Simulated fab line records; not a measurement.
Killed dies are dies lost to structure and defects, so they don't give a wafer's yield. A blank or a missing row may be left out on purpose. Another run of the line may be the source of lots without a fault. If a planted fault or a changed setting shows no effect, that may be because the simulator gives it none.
Problem report, 8D (eight disciplines) form, completed by code / flow n5 finfet / the parts of the form that need people (team, actions taken, sign-off) are left out

== 1. THE ISSUE ==
RS_PWELL at N5_BEOL_M4_RC_MEAS_101 reads a mean of 2264 ohm/sq on 6 wafers of 2 lots; wafers without a fault read 3006 ohm/sq with a standard deviation of 23. Relative to the usual mean, that is a shift of -32 standard deviations.
First seen on wafer L942.1, day 13 02:31, on prober-02. At this step, 31 wafers from 11 lots have a number in the record. Rule for "out", or "out of limits": more than 4 standard deviations from the usual mean. All remaining wafers that have a number are taken as sound.

== 2. WHAT IT IS AND WHAT IT IS NOT ==
question=which readings at this step | is=RS_PWELL, CJ_N | is not=DIBL_P, IOFF_P, SS_P, VT_N
question=which lots | is=L942, L944 | is not=L923, L924, L925, L927, L931, L932, L933, L934, L945
question=which wafers of those lots | is=all that have a number | is not=-
question=read on which gauges | is=prober-01, prober-02 | is not=-
question=when | is=from day 13 02:31 | is not=up to then (22 sound wafers); but 3 sound wafers of L945 came after

== 3. WHAT RULES OUT EACH SUSPECT ==
Counting: a tool at any process step up to the reading remains a suspect when it ran all the lots that are out and ran no sound lot after the first of those.
- ruled out: the gauge at N5_BEOL_M4_RC_MEAS_101. Those wafers that are out were read across 2 gauges (prober-01, prober-02).
- rie si-02 at N5_ZERO_LAYER_ETCH_18 (etches Si in HBr/Cl2, target depth 120 nm, time 40 s): ruled out as a lasting fault. The sound lots L945 went through it after L942, its earliest lot that is out (day 6 06:56).
- implanter-01 at N5_WELL_APT_IMPLANT_32: kept. It ran every lot that is out, first L942 (day 6 09:47), and no sound lot after that; its last sound lot up to then is L932 (day 4 00:15). Its own readings are out on those wafers: beam energy keV.
Remaining after the count: implanter-01 at N5_WELL_APT_IMPLANT_32.

== 4. THE CAUSE (what the simulator had put in) ==
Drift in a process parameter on implanter-01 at N5_WELL_APT_IMPLANT_32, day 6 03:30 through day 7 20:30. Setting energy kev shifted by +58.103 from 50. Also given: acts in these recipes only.
This tool alone remained once counting was done.

== 5. SEQUENCE OF EFFECTS, ordered by route ==
Each row: a reading whose mean over the struck wafers that have a number lies more than 3 standard deviations from the usual. Readings are gone through only where the record gives a usual standard deviation; hours: the median, over the lots, of the time from a lot's start at the first step in this table giving one to that lot's start at this step; sigmas: the change measured in usual standard deviations.
hours=0; step=N5_WELL_APT_IMPLANT_32; reading=beam energy keV; usual=49.998; on struck wafers=108.103; change=+58.105; sigmas=+99 or more
hours=163; step=N5_BEOL_M4_RC_MEAS_101; reading=CJ_N; usual=4.33; on struck wafers=2.60; change=-1.73; sigmas=-13
hours=163; step=N5_BEOL_M4_RC_MEAS_101; reading=DIBL_N; usual=36.2 mV/V; on struck wafers=43.4; change=+7.2; sigmas=+3.3
hours=163; step=N5_BEOL_M4_RC_MEAS_101; reading=IOFF_N; usual=0.16 nA/um; on struck wafers=0.51; change=+0.35; sigmas=+8.6
hours=163; step=N5_BEOL_M4_RC_MEAS_101; reading=IOFF_N_85C; usual=3.1 nA/um; on struck wafers=8.1; change=+5.0; sigmas=+7.4
hours=163; step=N5_BEOL_M4_RC_MEAS_101; reading=RS_PWELL; usual=3006 ohm/sq; on struck wafers=2264; change=-742; sigmas=-32
hours=163; step=N5_BEOL_M4_RC_MEAS_101; reading=SS_N; usual=71.6 mV/dec; on struck wafers=79.1; change=+7.5; sigmas=+9.6
hours=270; step=N5_PASSIVATION_PROBE_49; reading=sort_bin_4_leakage; usual=0.00 %; on struck wafers=40.51; change=+40.51; sigmas=+99 or more
hours=270; step=N5_PASSIVATION_PROBE_49; reading=sort n pass; usual=1078; on struck wafers=603; change=-475; sigmas=-28
hours=270; step=N5_PASSIVATION_PROBE_49; reading=sort yield pct; usual=91.3 %; on struck wafers=51.1; change=-40.2; sigmas=-27
Its process steps:
- N5_WELL_APT_IMPLANT_32
- N5_PASSIVATION_PROBE_49

== 6. WHAT WOULD HAVE CAUGHT IT SOONER ==
Counted from the fault's start at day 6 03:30, it took 167 hours until the first out-of-limits reading at a measuring or inspecting step in this record, taken at day 13 02:31.
Tool's own readings at N5_WELL_APT_IMPLANT_32, beam energy keV: out on all struck wafers the step has rows for; an alarm limit on them would have tripped on the first.
By day 13 02:31, every lot that is out (2) had started N5_WELL_APT_IMPLANT_32 on implanter-01. Holding the tool at that point would not have protected any of them.
